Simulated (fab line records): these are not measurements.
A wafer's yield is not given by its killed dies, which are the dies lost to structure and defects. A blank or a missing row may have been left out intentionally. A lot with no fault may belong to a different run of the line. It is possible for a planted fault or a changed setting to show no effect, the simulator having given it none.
Matching of chambers || flow nandHarc || 3 sister chambers for NHARC_A_STAIRCASE_DEP_156 on pecvd-03
The step deposits SiNx, target thk 50 nm. 3 wafers are shown with their chamber, then 7 later ones without.

== WAFERS, EACH WITH ITS CHAMBER ==
{"wafer": "L082.4", "chamber": 2, "heaterPowerW (W)": 692}
{"wafer": "L093.2", "chamber": 0, "heaterPowerW (W)": 679}
{"wafer": "L093.3", "chamber": 1, "heaterPowerW (W)": 746}

== WAFERS WHOSE CHAMBER IS MISSING ==
{"wafer": "L093.6", "heaterPowerW (W)": 737}
{"wafer": "L097.1", "heaterPowerW (W)": 730}
{"wafer": "L097.4", "heaterPowerW (W)": 711}
{"wafer": "L097.6", "heaterPowerW (W)": 705}
{"wafer": "L096.1", "heaterPowerW (W)": 742}
{"wafer": "L096.2", "heaterPowerW (W)": 732}
{"wafer": "L096.4", "heaterPowerW (W)": 731}

== EACH ONE'S CHAMBER ==
{"wafer": "L093.6", "from the rows above": 1, "in truth": 1}
{"wafer": "L097.1", "from the rows above": "can't be placed: 1 or 2", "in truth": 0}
{"wafer": "L097.4", "from the rows above": "can't be placed: 2 or 0 or 1", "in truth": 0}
{"wafer": "L097.6", "from the rows above": "can't be placed: 2 or 0", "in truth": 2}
{"wafer": "L096.1", "from the rows above": 1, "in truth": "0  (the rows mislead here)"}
{"wafer": "L096.2", "from the rows above": "can't be placed: 1 or 2", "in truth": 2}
{"wafer": "L096.4", "from the rows above": "can't be placed: 1 or 2", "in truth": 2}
1 of 7 placed correctly. These rows do not allow placing 5 (true chamber among the candidates in 4). 1 placed wrongly.
How it was worked out, from the rows above alone: a wafer's distance from a chamber is the root of the sum, over the readings, of the square of ((its reading less the chamber's mean) divided by the reading's scatter). The wafer belongs to the nearest chamber; if the next one is less than 2 further off, it can't be placed. A chamber's mean is the mean of its shown wafers. The scatter (one wafer shown for each chamber): square how far every hidden wafer sits from the nearest shown wafer, average those squares and take the square root.
